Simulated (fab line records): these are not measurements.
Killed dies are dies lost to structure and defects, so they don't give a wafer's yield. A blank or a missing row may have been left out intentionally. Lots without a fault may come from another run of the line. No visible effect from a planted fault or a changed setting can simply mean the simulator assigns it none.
Split-lot trial || flow n5 finfet || 21 wafers read from 7 lots, route of 1938 steps

## THE SPLIT
At N5_MOL_CONTACT_COAG_ETCH_47 (etches SiNx in CH3F/O2, stops on W, target depth 27 nm), the setting over etch frac was moved away from the recipe's 0.2 on 12 of the 21 wafers read, by -5.5% to +7.1%. This setting was run at the recipe's value on the other wafers.

The split's own step is where the reading is taken.

## THE READING
etch.over etch s (the simulator's own value, which no gauge read), in s, at N5_MOL_CONTACT_COAG_ETCH_47 (etches SiNx in CH3F/O2, stops on W, target depth 27 nm). There is no usual value for it anywhere in the file. The 9 wafers here that ran the recipe average 5.148 s, standard deviation 0.13 s.

{"wafer": "L074.4", "tool, chamber at the split": "rie diel-05, 2", "over etch frac as run": 0.1947, "against the recipe": "-2.6%", "etch.over etch s, s": 5.075, "against lot-mates on the recipe": "no lot-mate on the recipe"}
{"wafer": "L074.5", "tool, chamber at the split": "rie diel-05, 1", "over etch frac as run": 0.1947, "against the recipe": "-2.6%", "etch.over etch s, s": 5.143, "against lot-mates on the recipe": "no lot-mate on the recipe"}
{"wafer": "L074.6", "tool, chamber at the split": "rie diel-05, 0", "over etch frac as run": 0.1947, "against the recipe": "-2.6%", "etch.over etch s, s": 5.125, "against lot-mates on the recipe": "no lot-mate on the recipe"}
{"wafer": "L075.2", "tool, chamber at the split": "rie diel-05, 1", "over etch frac as run": 0.2107, "against the recipe": "+5.3%", "etch.over etch s, s": 5.589, "against lot-mates on the recipe": "+0.258"}
{"wafer": "L075.3", "tool, chamber at the split": "rie diel-05, 0", "over etch frac as run": 0.2, "against the recipe": "recipe", "etch.over etch s, s": 5.331, "against lot-mates on the recipe": "-"}
{"wafer": "L075.4", "tool, chamber at the split": "rie diel-05, 3", "over etch frac as run": 0.2107, "against the recipe": "+5.3%", "etch.over etch s, s": 5.472, "against lot-mates on the recipe": "+0.141"}
{"wafer": "L084.3", "tool, chamber at the split": "rie diel-05, 3", "over etch frac as run": 0.2, "against the recipe": "recipe", "etch.over etch s, s": 5.134, "against lot-mates on the recipe": "-"}
{"wafer": "L084.5", "tool, chamber at the split": "rie diel-05, 3", "over etch frac as run": 0.2, "against the recipe": "recipe", "etch.over etch s, s": 5.127, "against lot-mates on the recipe": "-"}
{"wafer": "L084.6", "tool, chamber at the split": "rie diel-05, 2", "over etch frac as run": 0.2, "against the recipe": "recipe", "etch.over etch s, s": 5.073, "against lot-mates on the recipe": "-"}
{"wafer": "L088.1", "tool, chamber at the split": "rie diel-01, 0", "over etch frac as run": 0.2075, "against the recipe": "+3.7%", "etch.over etch s, s": 5.293, "against lot-mates on the recipe": "no lot-mate on the recipe"}
{"wafer": "L088.3", "tool, chamber at the split": "rie diel-01, 2", "over etch frac as run": 0.2075, "against the recipe": "+3.7%", "etch.over etch s, s": 5.238, "against lot-mates on the recipe": "no lot-mate on the recipe"}
{"wafer": "L088.5", "tool, chamber at the split": "rie diel-01, 2", "over etch frac as run": 0.2075, "against the recipe": "+3.7%", "etch.over etch s, s": 5.283, "against lot-mates on the recipe": "no lot-mate on the recipe"}
{"wafer": "L091.1", "tool, chamber at the split": "rie diel-05, 2", "over etch frac as run": 0.2, "against the recipe": "recipe", "etch.over etch s, s": 5.138, "against lot-mates on the recipe": "-"}
{"wafer": "L091.2", "tool, chamber at the split": "rie diel-05, 3", "over etch frac as run": 0.1889, "against the recipe": "-5.5%", "etch.over etch s, s": 4.865, "against lot-mates on the recipe": -0.375}
{"wafer": "L091.5", "tool, chamber at the split": "rie diel-05, 0", "over etch frac as run": 0.2, "against the recipe": "recipe", "etch.over etch s, s": 5.342, "against lot-mates on the recipe": "-"}
{"wafer": "L093.1", "tool, chamber at the split": "rie diel-02, 3", "over etch frac as run": 0.1939, "against the recipe": "-3.1%", "etch.over etch s, s": 5, "against lot-mates on the recipe": -0.224}
{"wafer": "L093.2", "tool, chamber at the split": "rie diel-02, 0", "over etch frac as run": 0.2, "against the recipe": "recipe", "etch.over etch s, s": 5.224, "against lot-mates on the recipe": "-"}
{"wafer": "L093.5", "tool, chamber at the split": "rie diel-02, 0", "over etch frac as run": 0.1939, "against the recipe": "-3.1%", "etch.over etch s, s": 5.083, "against lot-mates on the recipe": -0.141}
{"wafer": "L097.4", "tool, chamber at the split": "rie diel-01, 3", "over etch frac as run": 0.2, "against the recipe": "recipe", "etch.over etch s, s": 5.091, "against lot-mates on the recipe": "-"}
{"wafer": "L097.5", "tool, chamber at the split": "rie diel-01, 2", "over etch frac as run": 0.2, "against the recipe": "recipe", "etch.over etch s, s": 4.875, "against lot-mates on the recipe": "-"}
{"wafer": "L097.6", "tool, chamber at the split": "rie diel-01, 1", "over etch frac as run": 0.2141, "against the recipe": "+7.1%", "etch.over etch s, s": 5.709, "against lot-mates on the recipe": "+0.726"}

THE FIT
A straight line over all 21 wafers: etch.over etch s changes by +0.0531 s for each +1% of over etch frac; r = +0.83; the points scatter about the line by 0.12 s.
The same after taking each lot's own level away (the mean of its wafers on the recipe; 15 wafers): +0.0669 s for each +1%; r = +0.89; scatter 0.12 s.
That fit puts the effect of the largest move of over etch frac on the reading at 0.47 s.
Across the lots, their own levels run from 4.9830 to 5.3310 s, a range of 2.6 times the standard deviation given above.
Hence the slope depends on the lot-to-lot level, as the two fits are not the same.
Check: +0.33 s against its lot-mates is what the line predicts for one of the wafers moved furthest among these (+7.1%) when that wafer is left out of the fit. It came out at +0.726 s against them.

## FURTHER SPLITS ON THESE WAFERS
Before the reading, these wafers also passed through other splits. Each is held against what the fit with the lots' levels taken away leaves over:
{"other split on the same wafers": "N5_MOL_CONTACT_COAG_ETCHBACK_135 time s", "wafers away from the commonest value": 6, "r with etch.over etch s (lot level and that fit taken away)": "+0.18"}

## THE FILE'S OWN FIT
etch.over etch s changes by +0.0745 s for each +1% of over etch frac, r = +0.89.
